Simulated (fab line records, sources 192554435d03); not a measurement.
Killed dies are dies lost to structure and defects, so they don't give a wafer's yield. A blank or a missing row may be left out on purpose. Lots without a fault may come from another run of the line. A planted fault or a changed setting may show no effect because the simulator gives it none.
Tool commonality check | flow n5_finfet | 9 lots, 27 wafers sampled

WHY IT WAS OPENED
At N5_STI_FIN_REVEAL_INSPECT_13 the reading raw_defect_count is flagged on 3 of 9 lots. Wafers without a fault read 12, standard deviation 5.2.
Rule: a lot is flagged when every wafer of it that has a number lies more than 4 standard deviations from that mean, or none has a number. The other lots count as sound.

lot  | measured    | on                | raw_defect_count, wafer by wafer | flag
L222 | day 2 14:11 | defect_inspect-01 | 7 14 9                           |
L224 | day 3 04:56 | defect_inspect-02 | 11 14 12                         |
L230 | day 4 14:13 | defect_inspect-01 | 13 8 12                          |
L231 | day 5 03:34 | defect_inspect-01 | 10 16 6                          |
L232 | day 5 04:23 | defect_inspect-01 | 810 794 805                      | FLAGGED
L234 | day 5 13:07 | defect_inspect-01 | 858 852 826                      | FLAGGED
L236 | day 6 05:04 | defect_inspect-01 | 795 858 854                      | FLAGGED
L239 | day 6 20:43 | defect_inspect-02 | 10 11 10                         |
L245 | day 8 07:41 | defect_inspect-01 | 15 17 17                         |
The numbers of the flagged lots are 828 on average: +816 against the usual, or +99 or more standard deviations.

WHICH TOOL RAN EACH LOT
The record holds 4 process steps before the reading, out of a route of 1938 steps. In each cell: the tool, then ch and the chambers that the sampled wafers went through, then the start.
lot  | flag    | N5_FIN_CUT_CUT_ETCH_15          | N5_STI_FIN_REVEAL_STRIP_24        | N5_STI_FIN_REVEAL_PRECLEAN_26      | N5_STI_FIN_REVEAL_OXIDATION_31
L222 |         | rie_si-03 ch 0,1,3, day 2 05:07 | rie_diel-04 ch 0,1,2, day 2 11:11 | wet_bench-05 ch 1,4,7, day 2 11:20 | plasma_asher-02 ch 0,1, day 2 13:33
L224 |         | rie_si-03 ch 0,1,2, day 2 19:37 | rie_diel-03 ch 1,2,3, day 3 01:55 | wet_bench-06 ch 1,3,6, day 3 02:04 | plasma_asher-02 ch 0,1, day 3 04:19
L230 |         | rie_si-01 ch 0,3, day 4 05:14   | rie_diel-04 ch 1,2,3, day 4 11:13 | wet_bench-05 ch 0,4,5, day 4 11:22 | plasma_asher-01 ch 1, day 4 13:34
L231 |         | rie_si-03 ch 1,3, day 4 16:14   | rie_diel-03 ch 0,1,2, day 5 00:28 | wet_bench-05 ch 0,2,7, day 5 00:37 | plasma_asher-02 ch 0,1, day 5 02:55
L232 | FLAGGED | rie_si-01 ch 0,2,3, day 4 16:41 | rie_diel-03 ch 1,2,3, day 5 00:55 | wet_bench-05 ch 3,4,5, day 5 01:04 | plasma_asher-01 ch 0,1, day 5 03:43
L234 | FLAGGED | rie_si-03 ch 0,1,2, day 5 03:59 | rie_diel-04 ch 0,1,2, day 5 10:02 | wet_bench-05 ch 0,5,6, day 5 10:11 | plasma_asher-02 ch 0,1, day 5 12:26
L236 | FLAGGED | rie_si-01 ch 0,1,2, day 5 19:59 | rie_diel-04 ch 1,2,3, day 6 02:02 | wet_bench-05 ch 0,3,6, day 6 02:11 | plasma_asher-01 ch 0,1, day 6 04:25
L239 |         | rie_si-01 ch 1,2, day 6 10:16   | rie_diel-03 ch 0,2, day 6 17:38   | wet_bench-03 ch 1,2,6, day 6 17:47 | plasma_asher-01 ch 0,1, day 6 20:02
L245 |         | rie_si-03 ch 2,3, day 7 21:25   | rie_diel-02 ch 0,1,2, day 8 04:28 | wet_bench-06 ch 1,3,5, day 8 04:39 | plasma_asher-01 ch 0,1, day 8 07:01
What these steps do:
- N5_FIN_CUT_CUT_ETCH_15: etches Si in HBr/Cl2/O2, target depth 100 nm, bt time 10 s, time 42.4 s.
- N5_STI_FIN_REVEAL_STRIP_24: strips in N2/H2, time 90 s.
- N5_STI_FIN_REVEAL_PRECLEAN_26: cleans in SC1, time 45 s.
- N5_STI_FIN_REVEAL_OXIDATION_31: chemistry O2 PLASMA REMOTE, time 20 s.
- N5_STI_FIN_REVEAL_INSPECT_13: inspects for defects (darkfield).

FLAGGED OVER TOTAL, TOOL BY TOOL (the gauges that took the reading come last)
step                           | tool              | lots run | flagged | share of the flagged lots | sound lots run after its first flagged lot
N5_FIN_CUT_CUT_ETCH_15         | rie_si-01         | 4        | 2       | some                      | 1 (L239)
N5_FIN_CUT_CUT_ETCH_15         | rie_si-03         | 5        | 1       | some                      | 1 (L245)
N5_STI_FIN_REVEAL_STRIP_24     | rie_diel-02       | 1        | 0       | none                      | -
N5_STI_FIN_REVEAL_STRIP_24     | rie_diel-03       | 4        | 1       | some                      | 1 (L239)
N5_STI_FIN_REVEAL_STRIP_24     | rie_diel-04       | 4        | 2       | some                      | 0
N5_STI_FIN_REVEAL_PRECLEAN_26  | wet_bench-03      | 1        | 0       | none                      | -
N5_STI_FIN_REVEAL_PRECLEAN_26  | wet_bench-05      | 6        | 3       | all                       | 0
N5_STI_FIN_REVEAL_PRECLEAN_26  | wet_bench-06      | 2        | 0       | none                      | -
N5_STI_FIN_REVEAL_OXIDATION_31 | plasma_asher-01   | 5        | 2       | some                      | 2 (L239,L245)
N5_STI_FIN_REVEAL_OXIDATION_31 | plasma_asher-02   | 4        | 1       | some                      | 0
N5_STI_FIN_REVEAL_INSPECT_13   | defect_inspect-01 | 7        | 3       | all                       | 1 (L245)
N5_STI_FIN_REVEAL_INSPECT_13   | defect_inspect-02 | 2        | 0       | none                      | -

WHAT THE TABLE ALLOWS
2 rows of the table ran every flagged lot: wet_bench-05 at N5_STI_FIN_REVEAL_PRECLEAN_26, defect_inspect-01 at N5_STI_FIN_REVEAL_INSPECT_13.
- wet_bench-05 at N5_STI_FIN_REVEAL_PRECLEAN_26: 3 of its 6 lots flagged. Its last sound lot is L231 (day 5 00:37), its first flagged lot L232 (day 5 01:04): a fault that began between those two fits.
- defect_inspect-01 at N5_STI_FIN_REVEAL_INSPECT_13: 3 of its 7 lots flagged. Sound lots ran on it after the first flagged one (L245), which a lasting fault on the whole tool wouldn't allow.
One tool is left: wet_bench-05 at N5_STI_FIN_REVEAL_PRECLEAN_26.

WHAT THE SIMULATOR HAD PUT IN
Chamber particle source: wet_bench-05, from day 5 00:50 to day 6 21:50, at N5_STI_FIN_REVEAL_PRECLEAN_26. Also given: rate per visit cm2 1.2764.
Lots struck among those shown: L232, L234, L236. The rule above found the same.
